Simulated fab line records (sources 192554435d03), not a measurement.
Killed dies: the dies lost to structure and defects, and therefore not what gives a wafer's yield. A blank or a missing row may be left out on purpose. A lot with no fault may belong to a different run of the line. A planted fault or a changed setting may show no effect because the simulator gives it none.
Chamber matching	flow n5 finfet	4 sister chambers for N5_DUMMY_GATE_ETCH_32 on rie si-03
The step etches SiO2 in CF4, target depth 3.5 nm, time 3.9 s. 4 wafers are shown with their chamber, then 8 later ones without.

## WAFERS, EACH WITH ITS CHAMBER
wafer	chamber	drypump motor current A (A)
L090.1	3	6.4
L091.3	2	5.7
L091.4	1	6.5
L093.1	0	4.9

## WAFERS WITH NO CHAMBER GIVEN
wafer	drypump motor current A (A)
L093.4	6.5
L093.6	6.6
L095.1	6.4
L095.2	6.6
L095.3	4.9
L097.1	4.9
L097.3	6.4
L097.6	5.7

## WHICH CHAMBER EACH WENT THROUGH
wafer	from the rows above	in truth
L093.4	1	1
L093.6	1	1
L095.1	3	3
L095.2	1	1
L095.3	0	0
L097.1	0	0
L097.3	3	3
L097.6	2	2
8 of 8 placed correctly. Number that these rows cannot place: 0. 0 placed wrongly.
How it was worked out, from the rows above alone: a wafer's distance from a chamber is the root of the sum, over the readings, of the square of ((its reading less the chamber's mean) divided by the reading's scatter). If the next closest chamber is less than 2 further off than the closest, the wafer can't be placed; otherwise it belongs to the closest. For every chamber, the mean is computed from those of its wafers that are shown. The scatter: root of mean squared gap, hidden wafer to nearest shown wafer, with one shown wafer a chamber.
